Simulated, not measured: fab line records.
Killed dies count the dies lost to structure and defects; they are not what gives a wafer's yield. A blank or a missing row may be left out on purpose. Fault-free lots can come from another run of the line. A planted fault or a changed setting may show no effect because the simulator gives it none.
A lot that was struck, set against a sound lot | flow n5 finfet | 16 out of 1938 route steps
Sound: wafers L888.1, L888.4, L888.5. Struck: wafer L886.2 (left out: L886.3, L886.6 of the same lot, which were not struck); the cause appears at the end.
Order at every step that has rows: each side's tool, ch and its chambers, its first start. Under that, the readings that differ: sound wafers | struck wafers | difference of the means | sigmas: that difference in standard deviations of wafers without a fault.
alike: same words and numbers on both sides, and readings whose means sit less than 2 such deviations apart. not compared: any withheld reading, any reading some wafer has no value for, any bound like >300 that may hide the same value, and any number with overlapping values for which the record gives no deviation.
The two part at a step that has a row with sigmas, a row that says differs or no value, or rows on one side only. Numbers that have no deviation but don't overlap get no sigmas and don't part them. A reading missing from all wafers of one side parts the sides only when that side holds two or more wafers.

N5_BEOL_M3_SPUTTER_90: material Cu, target thk 4.5 nm, time 8.29 s.
  sound on pvd sputter-01, day 8 11:26; struck on pvd sputter-03, day 8 06:43
  alike: chamber pressure pa, throttle valve pct
then, 1 step without rows for these wafers: N5_BEOL_M3_ANNEAL_91 (time 240 s).
N5_BEOL_M3_SPUTTER_92: material Cu, target thk 4.5 nm, time 8.29 s.
  sound on pvd sputter-01, day 8 11:41; struck on pvd sputter-03, day 8 06:56
  alike: chamber pressure pa, throttle valve pct
then, 3 steps without rows for these wafers: N5_BEOL_M3_ANNEAL_93 (time 240 s); N5_BEOL_M3_SPUTTER_94 (material Cu, target thk 4.5 nm, time 8.29 s); N5_BEOL_M3_ANNEAL_95 (time 240 s).
N5_BEOL_M3_SPUTTER_96: material Cu, target thk 4.5 nm, time 8.29 s.
  sound on pvd sputter-01, day 8 12:10; struck on pvd sputter-03, day 8 07:22
  alike: chamber pressure pa, throttle valve pct
then, 2 steps without rows for these wafers: N5_BEOL_M3_ECD_50 (material Cu, target thk 300 nm); N5_BEOL_M3_ANNEAL_51 (time 90 s).
N5_BEOL_M3_CMP_52: polishes, stops on SiOC, t overpolish 6.8 s, target thk 40 nm.
  sound on cmp-03 ch 0,2,3, day 8 12:45; struck on cmp-01 ch 2, day 8 08:04
  alike: barrier field endpoint s, motor current A, overpolish run s, retaining ring pressure frac, time to endpoint s
N5_BEOL_M3_THK_MEAS_53: measures by xrf.
  sound on film metro-02, day 8 12:58; struck on film metro-01, day 8 08:20
  alike: M3_THK
N5_BEOL_M3_PRE_CLEAN_60: time 15 s.
  sound on cvd co-01 ch 0,1,2, day 8 13:03; struck on cvd co-02 ch 1, day 8 08:22
  alike: heater power w
N5_BEOL_M3_CO_CAP_55: material Co, precursor CCTBA/H2, target thk 2 nm, time 102.1 s.
  sound on cvd co-01 ch 0,1,2, day 8 13:05; struck on cvd co-02 ch 1, day 8 08:25
  reading                                   | sound             | struck | difference | sigmas
  run length s (s)                          | 125.6 125.3 125.1 | 179.7  | +54.4      | +84
  model.Co_of_BEOL_M3_CO_CAP_55.thk nm (nm) | 1.8 2 2.2         | 3.2    | +1.2       |
  alike: heater power w
then, 1 step without rows for these wafers: N5_BEOL_M3_PRE_CLEAN_56 (time 15 s).
N5_BEOL_M4_RC_MEAS_101:
  sound on prober-02 ch 0, day 8 23:47; struck on prober-01 ch 0, day 8 20:35
  alike: DIBL_N, DIBL_P, IOFF_N, IOFF_P, ION_N, ION_P, SS_N, SS_P, VT_N, VT_P
N5_PASSIVATION_PROBE_49:
  the record holds rows for the sound wafers here (prober-02, day 13 19:19) but none for the struck ones

== WHERE THEY PART ==
Last at N5_PASSIVATION_PROBE_49 as far as this record goes, first at N5_BEOL_M3_CO_CAP_55.

WHY: the cause the simulator had injected
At N5_BEOL_M3_CO_CAP_55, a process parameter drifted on cvd co-02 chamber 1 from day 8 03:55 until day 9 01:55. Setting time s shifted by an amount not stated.
